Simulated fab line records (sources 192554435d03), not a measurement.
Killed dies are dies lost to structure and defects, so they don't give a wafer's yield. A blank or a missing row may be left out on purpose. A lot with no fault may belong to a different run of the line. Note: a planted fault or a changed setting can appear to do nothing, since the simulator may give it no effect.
fab line records | flow n5-finfet
record lots=24 wafers=72 last-day=19
route steps=1938 shown WELL_APT@50 PMOS_HMC_CHANNEL_EPI@65 FIN_SAQP@100
lots untouched by any fault: they come from a run of this same line in which no faults occurred
start-h: hours from the record's opening day to when the first of the lot's shown wafers began | wait-h: time in hours since the lot's previous step | " unchanged from the row above | L1.1+2: a single row standing in for several wafers | - no value, or no start given | * or withheld: withheld | < > ~ a bound
route shown NAME@n: NAME is a module with steps in the file, n the number in the route of the first one | usual: average and standard deviation across the fault-free wafers | same: alike in all rows | chamber/n: place in a boat | sites: readings site by site | _std_site: standard deviation of those values | _edge_site: the outer-site mean with the inner-site mean subtracted | radius-mm: how far each site lies from the wafer's centre | mask NAME#n: copy n | behind: the tool/chamber that last shaped the wafer | hold: reason for holding the lot/hours on hold/outcome of the hold | device: transistor that didn't switch, given as n, p or np | end of line: at the end of the route, the tests of the same wafers | for a step that has no rows: nothing shown but its recipe | killed: dies lost to structure and defects at the first sort, not the wafer's yield | map: the dies of a wafer, with x for killed, . for not killed, _ for no die there
set.NAME: setting as actually run; set.NAME@STEP: the setting as run at that earlier step | model.NAME: the simulator's own value behind a step, which no gauge read
route steps across a sampled set of lots; one table per step, one row per wafer
services: when a tool's chamber went out of use (start-h, in hours from the record's first day, below 0 if earlier), for how many hours, and the reason
## steps
# step N5_WELL_APT_RTA_34
# recipe temp-c=1000 time-s=10 ambient=N2 idle-temp-c=600 ramp-up-c-per-s=150 ramp-down-c-per-s=60 cool-to-c=600
# usual lamp-power-pct=13.01/0.051 lamp_zone_1_pct=13.00/0.031 wafer_temp_C_max=1003.5/1
# columns lot.wafer tool chamber start-h wait-h lamp-power-pct lamp_zone_1_pct wafer_temp_C_max
L074.2 rtp-anneal-02 0 15.69 0.0 12.96 12.97 1003.2
L074.3 " 0 " " 12.96 12.97 1003.4
L074.5 " 0 " " 12.93 13.04 1003.6
L075.3 rtp-anneal-02 0 22.24 0.5 12.91 12.95 1003.4
L075.4 " 0 " " 12.95 12.94 1004.3
L075.6 " 0 " " 13.04 13.01 1004.1
L076.1 rtp-anneal-01 0 28.33 0.1 13.02 13.03 1003.6
L076.5 " 0 " " 13.08 13.00 1006.0
L076.6 " 0 " " 13.02 12.99 1003.9
L077.1 rtp-anneal-02 0 35.18 0.0 12.97 13.00 1001.9
L077.2 " 0 " " 13.00 12.96 1002.9
L077.5 " 0 " " 13.00 12.98 1003.6
L078.2 rtp-anneal-01 0 39.84 0.2 12.96 13.01 1003.6
L078.3 " 0 " " 12.96 13.02 1003.9
L078.6 " 0 " " 13.08 13.02 1002.7
L079.1 rtp-anneal-01 0 46.25 0.3 12.95 12.99 1003.9
L079.2 " 0 " " 13.03 12.95 1002.9
L079.3 " 0 " " 13.01 13.02 1003.6
L080.1 rtp-anneal-01 0 52.01 0.2 12.99 12.94 1005.9
L080.3 " 0 " " 12.97 12.97 1001.8
L080.4 " 0 " " 13.04 13.00 1003.5
L081.1 rtp-anneal-01 0 58.08 0.0 13.11 13.02 1002.9
L081.2 " 0 " " 12.90 13.00 1005.5
L081.4 " 0 " " 13.03 12.98 1002.9
L082.1 rtp-anneal-01 0 63.80 0.0 13.06 13.01 1002.1
L082.2 " 0 " " 13.03 12.94 1004.7
L082.5 " 0 " " 12.96 13.03 1002.3
L083.1 rtp-anneal-02 0 70.08 0.0 12.98 13.06 1002.3
L083.2 " 0 " " 13.01 12.97 1004.3
L083.5 " 0 " " 13.06 12.95 1004.0
L084.2 rtp-anneal-02 0 75.84 0.0 12.99 12.97 1005.1
L084.4 " 0 " " 13.03 13.02 1003.0
L084.6 " 0 " " 13.04 13.04 1003.4
L085.3 rtp-anneal-02 0 81.69 0.1 12.98 13.04 1005.0
L085.5 " 0 " " 13.00 12.96 1005.1
L085.6 " 0 " " 13.01 13.05 1002.9
L086.1 rtp-anneal-01 0 87.87 0.1 12.99 13.03 1004.1
L086.2 " 0 " " 12.99 12.99 1003.5
L086.4 " 0 " " 13.03 12.97 1003.5
L087.4 rtp-anneal-02 0 93.71 0.1 12.99 13.00 1003.9
L087.5 " 0 " " 12.98 13.01 1003.7
L087.6 " 0 " " 12.97 12.99 1002.9
L088.1 rtp-anneal-01 0 99.90 0.2 13.02 13.03 1002.0
L088.2 " 0 " " 13.03 12.99 1002.7
L088.4 " 0 " " 13.00 12.99 1004.1
L089.1 rtp-anneal-02 0 105.66 0.0 13.04 13.05 1003.6
L089.3 " 0 " " 13.09 13.02 1004.5
L089.5 " 0 " " 13.01 13.04 1003.0
L090.1 rtp-anneal-02 0 111.61 0.0 12.96 12.98 1005.6
L090.2 " 0 " " 13.09 12.98 1003.8
L090.4 " 0 " " 13.00 13.03 1001.9
L091.1 rtp-anneal-02 0 118.01 0.1 12.92 12.97 1002.9
L091.3 " 0 " " 13.05 13.02 1002.9
L091.6 " 0 " " 12.98 13.00 1004.6
L092.3 rtp-anneal-01 0 123.99 0.4 13.05 12.99 1002.5
L092.4 " 0 " " 13.03 12.97 1003.8
L092.5 " 0 " " 13.05 12.99 1002.9
L093.1 rtp-anneal-02 0 130.01 0.0 13.02 13.03 1004.4
L093.3 " 0 " " 12.98 13.01 1003.7
L093.5 " 0 " " 13.13 13.02 1003.6
L094.1 rtp-anneal-01 0 136.06 0.0 12.98 12.95 1004.6
L094.2 " 0 " " 12.98 13.03 1003.0
L094.5 " 0 " " 13.06 12.98 1003.8
L095.1 rtp-anneal-01 0 141.67 0.0 12.94 13.05 1003.9
L095.5 " 0 " " 12.96 12.95 1003.3
L095.6 " 0 " " 12.98 13.00 1002.5
L096.3 rtp-anneal-02 0 149.34 0.1 12.94 13.00 1002.9
L096.5 " 0 " " 12.97 12.97 1003.5
L096.6 " 0 " " 13.03 13.05 1003.5
L097.1 rtp-anneal-02 0 154.49 0.2 12.99 12.98 1002.5
L097.3 " 0 " " 13.08 12.98 1004.3
L097.5 " 0 " " 13.09 12.98 1002.5
# step N5_PMOS_HMC_CHANNEL_EPI_CD_MEAS_09
# recipe target-cd-nm=237.4 landing-energy-ev=500 detector=se-inlens
# usual cd-nm=237.3/1.2
# columns lot.wafer tool chamber start-h wait-h cd-nm
L074.2 cd-sem-02 0 16.99 - 237.7
L074.3 " 0 " " 235.1
L074.5 " 0 " " 235.9
L075.3 cd-sem-01 0 23.52 - 236.6
L075.4 " 0 " " 236.8
L075.6 " 0 " " 237.8
L076.1 cd-sem-02 0 29.66 - 239.6
L076.5 " 0 " " 237.6
L076.6 " 0 " " 239.8
L077.1 cd-sem-03 0 36.38 - 238.6
L077.2 " 0 " " 240.1
L077.5 " 0 " " 237.0
L078.2 cd-sem-03 0 41.15 - 237.4
L078.3 " 0 " " 237.8
L078.6 " 0 " " 237.1
L079.1 cd-sem-01 0 47.44 - 237.3
L079.2 " 0 " " 236.5
L079.3 " 0 " " 238.0
L080.1 cd-sem-03 0 53.40 - 235.0
L080.3 " 0 " " 237.2
L080.4 " 0 " " 237.9
L081.1 cd-sem-03 0 59.59 - 238.1
L081.2 " 0 " " 238.4
L081.4 " 0 " " 239.1
L082.1 cd-sem-02 0 65.12 - 238.7
L082.2 " 0 " " 237.2
L082.5 " 0 " " 238.4
L083.1 cd-sem-03 0 71.39 - 233.9
L083.2 " 0 " " 235.8
L083.5 " 0 " " 236.0
L084.2 cd-sem-01 0 77.21 - 236.8
L084.4 " 0 " " 235.1
L084.6 " 0 " " 236.0
L085.3 cd-sem-03 0 83.05 - 237.7
L085.5 " 0 " " 237.7
L085.6 " 0 " " 238.3
L086.1 cd-sem-02 0 89.40 - 236.4
L086.2 " 0 " " 238.1
L086.4 " 0 " " 238.3
L087.4 cd-sem-03 0 95.45 - 238.1
L087.5 " 0 " " 238.9
L087.6 " 0 " " 238.3
L088.1 cd-sem-02 0 101.42 - 237.5
L088.2 " 0 " " 237.5
L088.4 " 0 " " 236.8
L089.1 cd-sem-03 0 107.05 - 238.1
L089.3 " 0 " " 237.3
L089.5 " 0 " " 237.4
L090.1 cd-sem-02 0 113.20 - 236.7
L090.2 " 0 " " 237.1
L090.4 " 0 " " 236.8
L091.1 cd-sem-02 0 119.54 - 237.5
L091.3 " 0 " " 239.2
L091.6 " 0 " " 237.1
L092.3 cd-sem-03 0 125.48 - 236.2
L092.4 " 0 " " 237.7
L092.5 " 0 " " 236.2
L093.1 cd-sem-02 0 131.32 - 239.3
L093.3 " 0 " " 239.0
L093.5 " 0 " " 237.6
L094.1 cd-sem-01 0 137.59 - 236.9
L094.2 " 0 " " 237.6
L094.5 " 0 " " 238.0
L095.1 cd-sem-02 0 142.98 - 237.9
L095.5 " 0 " " 236.5
L095.6 " 0 " " 236.9
L096.3 cd-sem-03 0 150.62 - 236.9
L096.5 " 0 " " 236.8
L096.6 " 0 " " 235.9
L097.1 cd-sem-01 0 155.68 - 239.2
L097.3 " 0 " " 237.7
L097.5 " 0 " " 238.5
# step N5_PMOS_HMC_CHANNEL_EPI_OVL_MEAS_10
# recipe points-per-wafer=44
# usual PMOS_HMC_BLK_OVL=0.3/0.92
# columns lot.wafer tool chamber start-h wait-h PMOS_HMC_BLK_OVL[nm]
L074.2 overlay-02 0 17.02 0.0 -0.2
L074.3 " 0 " " 1.6
L074.5 " 0 " " 0.8
L075.3 overlay-02 0 23.55 0.0 -0.6
L075.4 " 0 " " 0.0
L075.6 " 0 " " -1.6
L076.1 overlay-02 0 29.69 0.0 0.9
L076.5 " 0 " " 1.0
L076.6 " 0 " " 0.3
L077.1 overlay-02 0 36.41 0.0 -0.1
L077.2 " 0 " " 1.3
L077.5 " 0 " " 0.9
L078.2 overlay-01 0 41.18 0.0 1.0
L078.3 " 0 " " 2.0
L078.6 " 0 " " 0.1
L079.1 overlay-01 0 47.48 0.0 -0.7
L079.2 " 0 " " 0.3
L079.3 " 0 " " -0.5
L080.1 overlay-01 0 53.44 0.0 1.3
L080.3 " 0 " " 2.3
L080.4 " 0 " " 1.0
L081.1 overlay-02 0 59.62 0.0 0.3
L081.2 " 0 " " 0.6
L081.4 " 0 " " -0.5
L082.1 overlay-01 0 65.15 0.0 0.8
L082.2 " 0 " " 1.2
L082.5 " 0 " " 1.3
L083.1 overlay-01 0 71.42 0.0 1.3
L083.2 " 0 " " -0.6
L083.5 " 0 " " 1.0
L084.2 overlay-01 0 77.24 0.0 -1.3
L084.4 " 0 " " -1.5
L084.6 " 0 " " -1.3
L085.3 overlay-01 0 83.07 0.0 0.5
L085.5 " 0 " " 0.6
L085.6 " 0 " " -1.0
L086.1 overlay-01 0 89.43 0.0 -1.3
L086.2 " 0 " " 0.3
L086.4 " 0 " " 0.1
L087.4 overlay-02 0 95.48 0.0 1.2
L087.5 " 0 " " -1.1
L087.6 " 0 " " 0.9
L088.1 overlay-01 0 101.45 0.0 -0.6
L088.2 " 0 " " 0.3
L088.4 " 0 " " -1.4
L089.1 overlay-02 0 107.08 0.0 0.9
L089.3 " 0 " " 0.2
L089.5 " 0 " " 0.3
L090.1 overlay-02 0 113.23 0.0 -0.5
L090.2 " 0 " " 2.2
L090.4 " 0 " " 0.7
L091.1 overlay-01 0 119.57 0.0 -0.8
L091.3 " 0 " " -0.9
L091.6 " 0 " " 0.2
L092.3 overlay-02 0 125.51 0.0 -0.7
L092.4 " 0 " " 0.7
L092.5 " 0 " " 0.0
L093.1 overlay-01 0 131.35 0.0 -1.5
L093.3 " 0 " " -0.1
L093.5 " 0 " " -0.9
L094.1 overlay-01 0 137.62 0.0 2.3
L094.2 " 0 " " 0.2
L094.5 " 0 " " 1.4
L095.1 overlay-01 0 143.01 0.0 0.5
L095.5 " 0 " " -0.5
L095.6 " 0 " " -0.7
L096.3 overlay-02 0 150.65 0.0 -0.5
L096.5 " 0 " " -0.3
L096.6 " 0 " " 1.0
L097.1 overlay-02 0 155.72 0.0 -0.8
L097.3 " 0 " " 0.6
L097.5 " 0 " " 0.7
# step N5_FIN_SAQP_PECVD_06
# recipe material=a-Si target-thk-a=600 temp-c=400 precursor=SiH4/He pressure-torr=3 rf-w=100 time-s=48.1
# usual heater-power-w=898/120 showerhead-plenum-p-Torr=5.68/0.051 showerhead-vpp-V=617/33 susceptor-temp-C=399.99/0.24 throttle-valve-pct=18.4/1
# columns lot.wafer tool chamber start-h wait-h heater-power-w showerhead-plenum-p-Torr showerhead-vpp-V susceptor-temp-C throttle-valve-pct
L074.2 pecvd-04 0 20.68 0.0 988 5.59 624 400.02 17.9
L074.3 " 1 " " 776 5.71 632 400.06 20.0
L074.5 " 2 " " 1054 5.58 555 400.19 16.5
L075.3 pecvd-03 1 27.40 0.0 754 5.71 590 399.79 18.5
L075.4 " 2 " " 868 5.68 587 400.19 17.2
L075.6 " 0 " " 810 5.72 585 399.90 18.5
L076.1 pecvd-03 0 33.99 0.0 813 5.74 583 400.51 17.9
L076.5 " 0 " " 787 5.75 586 400.39 18.2
L076.6 " 1 " " 777 5.68 609 400.26 18.3
L077.1 pecvd-04 0 40.06 0.0 990 5.58 624 399.66 17.8
L077.2 " 1 " " 839 5.71 637 400.33 20.0
L077.5 " 2 " " 904 5.61 564 399.99 16.7
L078.2 pecvd-01 0 44.73 0.0 856 5.72 608 399.91 18.9
L078.3 " 1 " " 1143 5.67 652 399.88 19.7
L078.6 " 2 " " 954 5.67 679 400.24 18.3
L079.1 pecvd-04 2 51.88 0.0 950 5.61 567 399.57 16.4
L079.2 " 0 " " 969 5.59 623 399.46 17.6
L079.3 " 1 " " 833 5.73 634 399.75 19.7
L080.1 pecvd-03 1 57.47 0.0 692 5.69 599 399.65 18.7
L080.3 " 0 " " 784 5.76 580 399.82 18.2
L080.4 " 1 " " 709 5.69 596 400.07 18.2
L081.1 pecvd-01 2 63.85 0.0 1036 5.69 675 399.73 18.1
L081.2 " 0 " " 836 5.72 611 399.68 18.9
L081.4 " 0 " " 838 5.73 616 399.60 19.1
L082.1 pecvd-04 0 69.59 0.0 991 5.59 622 400.10 17.7
L082.2 " 1 " " 833 5.73 636 399.88 19.8
L082.5 " 1 " " 818 5.71 636 399.97 19.9
L083.1 pecvd-01 0 76.38 0.0 852 5.73 609 399.73 18.9
L083.2 " 1 " " 1143 5.67 633 400.11 19.4
L083.5 " 1 " " 1166 5.65 643 400.14 19.8
L084.2 pecvd-04 0 81.28 0.0 862 5.59 629 399.71 17.6
L084.4 " 0 " " 877 5.58 639 399.73 17.9
L084.6 " 2 " " 899 5.61 559 399.88 16.7
L085.3 pecvd-01 0 87.12 0.0 882 5.70 612 400.23 19.0
L085.5 " 0 " " 865 5.72 598 400.33 18.8
L085.6 " 2 " " 1013 5.69 666 399.94 17.9
L086.1 pecvd-01 2 94.35 0.0 934 5.68 675 400.11 18.1
L086.2 " 0 " " 835 5.71 610 399.61 18.6
L086.4 " 0 " " 838 5.72 613 399.76 19.0
L087.4 pecvd-04 0 99.60 0.0 974 5.59 637 399.66 17.7
L087.5 " 1 " " 803 5.72 633 399.85 19.7
L087.6 " 2 " " 940 5.61 557 399.92 16.7
L088.1 pecvd-03 2 106.09 0.0 865 5.68 594 399.98 17.2
L088.2 " 0 " " 805 5.76 585 399.73 18.6
L088.4 " 1 " " 768 5.68 602 399.92 18.6
L089.1 pecvd-04 2 111.27 0.0 1009 5.61 564 399.82 16.6
L089.3 " 0 " " 947 5.58 621 400.04 17.7
L089.5 " 0 " " 975 5.59 638 400.03 17.7
L090.1 pecvd-03 2 118.78 0.0 886 5.68 600 399.81 17.2
L090.2 " 1 " " 781 5.70 597 399.83 18.4
L090.4 " 1 " " 771 5.70 598 400.01 18.2
L091.1 pecvd-03 0 124.19 0.0 751 5.74 579 400.13 18.3
L091.3 " 1 " " 724 5.67 596 400.36 18.2
L091.6 " 0 " " 737 5.74 587 400.42 18.2
L092.3 pecvd-04 0 129.25 0.0 891 5.59 625 399.75 17.6
L092.4 " 1 " " 794 5.72 636 399.97 19.9
L092.5 " 0 " " 900 5.58 629 399.67 17.6
L093.1 pecvd-01 2 135.35 0.0 1020 5.65 675 400.19 17.7
L093.3 " 1 " " 1176 5.66 649 400.19 19.8
L093.5 " 2 " " 1034 5.66 672 400.36 17.7
L094.1 pecvd-01 0 141.25 0.0 785 5.72 606 399.96 19.2
L094.2 " 2 " " 977 5.66 671 399.96 17.8
L094.5 " 0 " " 790 5.75 606 400.23 19.0
L095.1 pecvd-03 2 146.73 0.0 766 5.67 586 399.93 17.6
L095.5 " 0 " " 799 5.72 579 400.02 18.4
L095.6 " 1 " " 737 5.68 593 399.88 18.6
L096.3 pecvd-01 2 154.30 0.0 919 5.66 660 399.71 18.1
L096.5 " 2 " " 936 5.67 663 399.51 17.6
L096.6 " 0 " " 889 5.72 607 399.89 19.1
L097.1 pecvd-01 2 159.66 0.0 1070 5.69 673 399.92 17.9
L097.3 " 0 " " 907 5.73 613 400.29 19.0
L097.5 " 2 " " 1086 5.67 668 400.14 17.6
# step N5_FIN_SAQP_STRIP_55
# recipe chemistry=N2/H2 power-w=500 temp-c=40 pressure-mtorr=50 rf-frequency-hz=6e+07 overash-fraction=0.3 bias-power-w=28 h2-frac=0.5 n2-flow-sccm=300 h2-flow-sccm=300
# usual bias-power-w=28.00/0.081 drypump-motor-current-A=5.5/0.41 oes-product-au=0.77/0.089 rf-vpp-V=122.0/1.3 showerhead-plenum-p-Torr=3.36/0.11 throttle-valve-pct=18.8/0.36
# columns lot.wafer tool chamber start-h wait-h bias-power-w drypump-motor-current-A oes-product-au rf-hours-counter-h rf-vpp-V showerhead-plenum-p-Torr throttle-valve-pct
L074.2 rie-diel-02 2 21.97 0.3 28.09 5.2 0.83 65 122.1 3.52 18.7
L074.3 " 0 " " 27.88 6.4 0.89 27 120.7 3.39 18.3
L074.5 " 2 " " 28.01 5.3 0.84 - 122.5 3.52 18.7
L075.3 rie-diel-02 2 28.45 0.1 28.06 5.2 0.83 67 122.0 3.52 18.7
L075.4 " 0 " " 27.96 6.4 0.89 30 122.1 3.39 18.4
L075.6 " 2 " " 27.96 5.2 0.82 - 123.0 3.52 18.7
L076.1 rie-diel-02 0 40.73 0.1 28.04 6.4 0.88 33 122.2 3.39 18.4
L076.5 " 2 " " 27.97 5.3 0.83 - 122.8 3.52 18.7
L076.6 " 1 " " 28.00 5.5 0.75 - 119.7 3.36 19.3
L077.1 rie-diel-02 1 41.14 0.1 27.91 5.5 0.73 197 121.2 3.36 19.3
L077.2 " 2 " " 28.09 5.2 0.81 70 120.3 3.51 18.7
L077.5 " 1 " " 27.93 5.5 0.73 - 120.2 3.36 19.4
L078.2 rie-diel-04 3 46.12 0.1 27.98 6.0 0.71 219 124.8 3.48 19.0
L078.3 " 1 " " 27.86 5.7 0.81 130 123.2 3.39 19.0
L078.6 " 3 " " 27.97 6.0 0.72 - 122.9 3.48 19.0
L079.1 rie-diel-03 3 52.97 0.1 28.05 4.9 0.70 227 117.9 3.18 19.1
L079.2 " 2 " " 28.02 5.3 0.76 140 123.6 3.21 18.6
L079.3 " 1 " " 27.91 5.8 0.71 177 122.4 3.34 18.6
L080.1 rie-diel-03 2 58.53 0.1 28.10 5.3 0.77 142 122.4 3.21 18.6
L080.3 " 0 " " 28.05 5.0 0.95 1 122.3 3.41 18.2
L080.4 " 3 " " 28.15 4.8 0.70 229 122.1 3.18 19.1
L081.1 rie-diel-03 1 65.30 0.1 27.92 5.8 0.71 182 121.7 3.34 18.6
L081.2 " 3 " " 28.09 4.9 0.69 231 123.3 3.18 19.1
L081.4 " 0 " " 28.21 5.0 0.93 3 123.3 3.40 18.2
L082.1 rie-diel-02 2 70.86 0.1 28.01 5.2 0.80 83 120.1 3.51 18.7
L082.2 " 1 " " 28.04 5.5 0.72 208 122.5 3.35 19.4
L082.5 " 2 " " 28.18 5.3 0.81 - 123.8 3.51 18.8
L083.1 rie-diel-02 3 77.43 0.1 27.96 5.7 0.69 230 121.6 3.28 18.5
L083.2 " 1 " " 28.00 5.5 0.72 210 122.0 3.35 19.4
L083.5 " 3 " " 27.91 5.7 0.68 - 122.2 3.28 18.5
L084.2 rie-diel-03 0 82.20 0.1 27.97 5.1 0.92 7 121.5 3.40 18.2
L084.4 " 3 " " 28.01 4.9 0.70 235 122.8 3.18 19.1
L084.6 " 3 " " 28.00 4.9 0.70 - 118.6 3.18 19.1
L085.3 rie-diel-02 2 88.05 0.1 28.10 5.2 0.80 88 121.2 3.50 18.8
L085.5 " 1 " " 28.03 5.5 0.71 - 121.9 3.35 19.4
L085.6 " 2 " " 28.08 5.2 0.81 - 124.0 3.51 18.7
L086.1 rie-diel-03 0 95.41 0.1 28.01 5.0 0.90 11 122.7 3.40 18.2
L086.2 " 1 " " 27.99 5.9 0.70 191 121.0 3.33 18.6
L086.4 " 2 " " 28.04 5.3 0.75 154 122.0 3.21 18.6
L087.4 rie-diel-03 0 100.74 0.1 28.09 5.0 0.90 - 121.7 3.40 18.2
L087.5 " 2 " " 28.11 5.3 0.75 - 121.9 3.21 18.6
L087.6 " 1 " " 27.91 5.8 0.69 - 121.6 3.33 18.6
L088.1 rie-diel-03 3 107.06 0.1 28.02 4.9 0.69 242 121.3 3.17 19.1
L088.2 " 0 " " 28.10 5.0 0.89 16 123.4 3.40 18.2
L088.4 " 2 " " 27.98 5.3 0.75 158 121.7 3.20 18.6
L089.1 rie-diel-02 0 112.60 0.1 27.94 6.3 0.85 54 123.2 3.38 18.4
L089.3 " 2 " " 27.88 5.3 0.80 97 121.2 3.50 18.8
L089.5 " 2 " " 27.98 5.3 0.79 - 124.5 3.50 18.8
L090.1 rie-diel-02 3 119.73 0.1 28.16 5.7 0.69 244 123.8 3.27 18.5
L090.2 " 1 " " 28.00 5.5 0.71 224 121.3 3.34 19.4
L090.4 " 0 " " 27.98 6.4 0.85 57 123.1 3.38 18.4
L091.1 rie-diel-02 2 125.27 0.1 28.11 5.2 0.80 100 123.3 3.50 18.8
L091.3 " 0 " " 27.97 6.4 0.85 59 121.7 3.37 18.4
L091.6 " 2 " " 28.16 5.2 0.79 - 122.9 3.50 18.8
L092.3 rie-diel-04 0 130.32 0.1 27.99 5.8 0.69 194 123.0 3.50 19.2
L092.4 " 0 " " 27.99 5.8 0.71 - 121.6 3.50 19.2
L092.5 " 2 " " 28.09 6.2 0.68 - 120.1 3.16 18.9
L093.1 rie-diel-04 1 136.43 0.1 27.98 5.7 0.76 169 122.8 3.37 19.1
L093.3 " 3 " " 27.98 6.0 1.00 0 123.7 3.46 18.7
L093.5 " 3 " " 27.91 6.0 1.01 - 123.1 3.46 18.7
L094.1 rie-diel-04 3 142.68 0.1 27.97 6.0 0.99 3 124.7 3.46 18.7
L094.2 " 0 " " 27.91 5.8 0.69 201 123.9 3.50 19.2
L094.5 " 3 " " 28.05 6.0 0.98 - 124.4 3.46 18.7
L095.1 rie-diel-04 3 147.99 0.1 28.09 6.0 0.96 7 123.4 3.46 18.7
L095.5 " 3 " " 28.05 6.0 0.97 - 122.3 3.46 18.7
L095.6 " 0 " " 27.99 5.8 0.69 - 119.8 3.50 19.2
L096.3 rie-diel-03 0 155.36 0.1 27.87 5.0 0.87 35 120.8 3.39 18.2
L096.5 " 0 " " 27.99 5.0 0.85 - 123.4 3.39 18.2
L096.6 " 2 " " 28.00 5.2 0.75 - 119.8 3.20 18.7
L097.1 rie-diel-03 3 160.71 0.1 27.91 4.9 0.99 1 121.4 3.57 18.7
L097.3 " 1 " " 27.92 5.8 0.69 216 121.9 3.32 18.7
L097.5 " 2 " " 27.94 5.2 0.75 - 121.1 3.20 18.7
# step N5_FIN_SAQP_MANDREL2_REMOVE_60
# recipe chemistry=HBr/Cl2/O2 bt-time-s=10 target=a-Si stop-on=SiNx endpoint=OES-SiCl over-etch-frac=1 icp-w=600 bias-w=22 HBr_flow_sccm=150 Cl2_flow_sccm=80 O2_flow_sccm=5 pressure-mtorr=10
# usual drypump-motor-current-A=5.7/0.49 oes-product-au=1.009/0.015 throttle-valve-pct=36.8/0.54
# columns lot.wafer tool chamber start-h wait-h drypump-motor-current-A oes-product-au rf-hours-counter-h throttle-valve-pct
L074.2 rie-si-04 1 25.17 0.1 5.5 1.032 118 36.5
L074.3 " 2 " " 6.4 1.024 85 36.8
L074.5 " 0 " " 5.1 1.018 - 37.0
L075.3 rie-si-04 0 31.62 0.1 5.1 1.008 123 37.0
L075.4 " 2 " " 6.4 1.032 85 36.8
L075.6 " 3 " " 5.8 0.984 - 37.5
L076.1 rie-si-01 2 43.80 0.1 6.4 1.019 32 35.6
L076.5 " 0 " " 5.6 1.003 - 36.7
L076.6 " 3 " " 5.6 0.979 - 37.4
L077.1 rie-si-04 0 44.27 0.1 5.1 1.006 124 37.0
L077.2 " 1 " " 5.5 1.026 118 36.4
L077.5 " 3 " " 5.8 0.996 - 37.5
L078.2 rie-si-04 1 49.62 0.1 5.5 1.028 118 36.5
L078.3 " 2 " " 6.4 1.012 85 36.8
L078.6 " 1 " " 5.5 1.027 - 36.5
L079.1 rie-si-03 1 56.90 0.1 5.6 0.992 34 36.2
L079.2 " 3 " " 6.3 0.995 14 37.4
L079.3 " 2 " " 5.7 1.001 171 37.1
L080.1 rie-si-03 3 62.03 0.1 6.3 0.990 14 37.4
L080.3 " 0 " " 5.6 1.020 0 36.1
L080.4 " 2 " " 5.7 1.000 171 37.1
L081.1 rie-si-04 3 68.42 0.1 5.7 1.005 106 37.5
L081.2 " 1 " " 5.5 1.019 119 36.5
L081.4 " 0 " " 5.1 1.003 124 37.0
L082.1 rie-si-03 3 73.97 0.1 6.3 0.999 14 37.3
L082.2 " 1 " " 5.5 0.992 35 36.2
L082.5 " 0 " " 5.5 1.023 - 36.1
L083.1 rie-si-03 3 80.49 0.1 6.3 1.003 14 37.3
L083.2 " 2 " " 5.7 1.007 171 37.1
L083.5 " 1 " " 5.6 0.998 - 36.2
L084.2 rie-si-03 0 87.27 0.1 5.5 1.027 0 36.1
L084.4 " 3 " " 6.3 1.003 14 37.4
L084.6 " 0 " " 5.5 1.023 - 36.1
L085.3 rie-si-04 2 94.04 0.1 6.4 1.023 86 36.8
L085.5 " 3 " " 5.8 0.992 - 37.5
L085.6 " 2 " " 6.4 1.035 - 36.8
L086.1 rie-si-03 3 99.20 0.1 6.3 1.003 15 37.4
L086.2 " 2 " " 5.7 0.999 171 37.1
L086.4 " 0 " " 5.5 1.013 1 36.1
L087.4 rie-si-01 1 104.02 0.1 4.6 1.026 178 36.8
L087.5 " 1 " " 4.6 1.020 - 36.8
L087.6 " 2 " " 6.4 1.002 - 35.6
L088.1 rie-si-04 3 110.39 0.1 5.7 0.991 107 37.5
L088.2 " 0 " " 5.1 1.014 125 37.0
L088.4 " 1 " " 5.5 1.024 119 36.5
L089.1 rie-si-03 0 116.98 0.1 5.5 1.015 1 36.1
L089.3 " 1 " " 5.5 0.993 36 36.2
L089.5 " 0 " " 5.5 1.020 - 36.1
L090.1 rie-si-04 3 122.79 0.1 5.8 0.997 107 37.5
L090.2 " 1 " " 5.5 1.039 119 36.4
L090.4 " 0 " " 5.1 1.018 125 37.0
L091.1 rie-si-03 3 128.33 0.1 6.3 1.012 15 37.4
L091.3 " 0 " " 5.5 1.025 1 36.1
L091.6 " 3 " " 6.3 1.002 - 37.4
L092.3 rie-si-01 3 134.26 0.1 5.6 0.990 84 37.4
L092.4 " 3 " " 5.7 1.000 - 37.4
L092.5 " 1 " " 4.6 1.013 - 36.8
L093.1 rie-si-04 3 141.81 0.1 5.8 0.998 107 37.5
L093.3 " 2 " " 6.4 1.020 86 36.8
L093.5 " 0 " " 5.1 1.016 - 37.0
L094.1 rie-si-04 2 146.33 0.1 6.4 1.025 87 36.8
L094.2 " 1 " " 5.5 1.027 120 36.4
L094.5 " 2 " " 6.4 1.031 - 36.8
L095.1 rie-si-04 2 151.80 0.1 6.4 1.015 87 36.8
L095.5 " 1 " " 5.5 1.043 - 36.5
L095.6 " 0 " " 5.1 1.000 - 37.0
L096.3 rie-si-01 1 158.53 0.1 4.6 1.028 179 36.8
L096.5 " 2 " " 6.4 1.009 - 35.7
L096.6 " 3 " " 5.7 0.982 - 37.4
L097.1 rie-si-01 2 165.18 0.1 6.4 1.013 35 35.7
L097.3 " 0 " " 5.6 1.003 8 36.6
L097.5 " 1 " " 4.6 1.037 - 36.8
## services
# columns tool chamber start-h hours kind
pecvd-01 - -6.07 6.0 pm
rtp-anneal-01 - 6.54 3.4 pm
pecvd-01 2 16.27 17.3 repair
rie-si-03 0 24.91 2.5 repair
pecvd-04 1 29.22 5.6 repair
pecvd-03 2 29.62 5.2 repair
pecvd-03 - 30.47 2.8 pm
pecvd-03 - 39.25 14.6 pm
rie-diel-03 3 45.61 4.3 repair
pecvd-01 2 50.15 7.6 repair
rie-diel-02 1 52.92 1.5 repair
pecvd-01 1 56.72 9.6 repair
rie-si-03 3 65.05 3.2 repair
pecvd-03 1 65.74 4.3 repair
rie-diel-02 0 73.23 5.6 repair
rie-si-03 - 77.39 0.4 repair
rie-diel-02 0 82.78 5.5 repair
pecvd-01 2 99.15 4.5 repair
pecvd-01 - 99.70 0.3 repair
pecvd-04 - 110.51 0.4 repair
rtp-anneal-02 - 120.30 3.9 pm
rie-si-04 - 125.19 14.6 pm
rie-si-03 3 140.43 4.8 repair
rie-si-04 3 146.87 2.2 repair
## key
fault none
